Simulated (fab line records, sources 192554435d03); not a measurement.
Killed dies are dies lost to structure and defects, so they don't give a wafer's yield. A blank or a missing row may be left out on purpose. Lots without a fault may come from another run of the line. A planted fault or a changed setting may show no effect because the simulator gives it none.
Chamber matching | flow n5_finfet | N5_BEOL_M8_ILD_DEP_00 on pecvd-02: 3 sister chambers
The step deposits SiCOH lowk from DEMS/porogen, target thk 179.75 nm, time 33.4 s. 6 wafers are shown with their chamber, then 10 later ones without.

WAFERS WITH THEIR CHAMBER
wafer  | chamber | heater_power_outer_w (W) | heater_power_w (W)
L087.2 | 1       | 221                      | 414
L087.4 | 1       | 227                      | 420
L090.2 | 2       | 182                      | 345
L090.6 | 0       | 104                      | 293
L091.2 | 0       | 76                       | 251
L091.3 | 2       | 146                      | 306

WAFERS WITHOUT THEIR CHAMBER
wafer  | heater_power_outer_w (W) | heater_power_w (W)
L091.4 | 81                       | 256
L092.2 | 186                      | 353
L092.4 | 187                      | 365
L092.6 | 180                      | 346
L096.1 | 182                      | 358
L096.3 | 157                      | 317
L096.5 | 77                       | 250
L097.1 | 131                      | 328
L097.4 | 172                      | 326
L097.5 | 191                      | 376

WHICH CHAMBER EACH WENT THROUGH
wafer  | from the rows above     | in truth
L091.4 | 0                       | 0
L092.2 | can't be placed: 2 or 1 | 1
L092.4 | can't be placed: 2 or 1 | 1
L092.6 | 2                       | 2
L096.1 | can't be placed: 2 or 1 | 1
L096.3 | 2                       | 2
L096.5 | 0                       | 0
L097.1 | can't be placed: 2 or 0 | 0
L097.4 | 2                       | 2
L097.5 | can't be placed: 1 or 2 | 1
Placed correctly: 5 of 10. Can't be placed from these rows: 5 (the true chamber is among the candidates in 5). Placed wrongly: 0.
How it was worked out, from the rows above alone: a wafer's distance from a chamber is the root of the sum, over the readings, of the square of ((its reading less the chamber's mean) divided by the reading's scatter). The wafer belongs to the nearest chamber; if the next one is less than 2 further off, it can't be placed. A chamber's mean is the mean of its shown wafers. The scatter: the root of (the sum of the squares of (reading less its chamber's mean) over the shown wafers, divided by (wafers less chambers)).
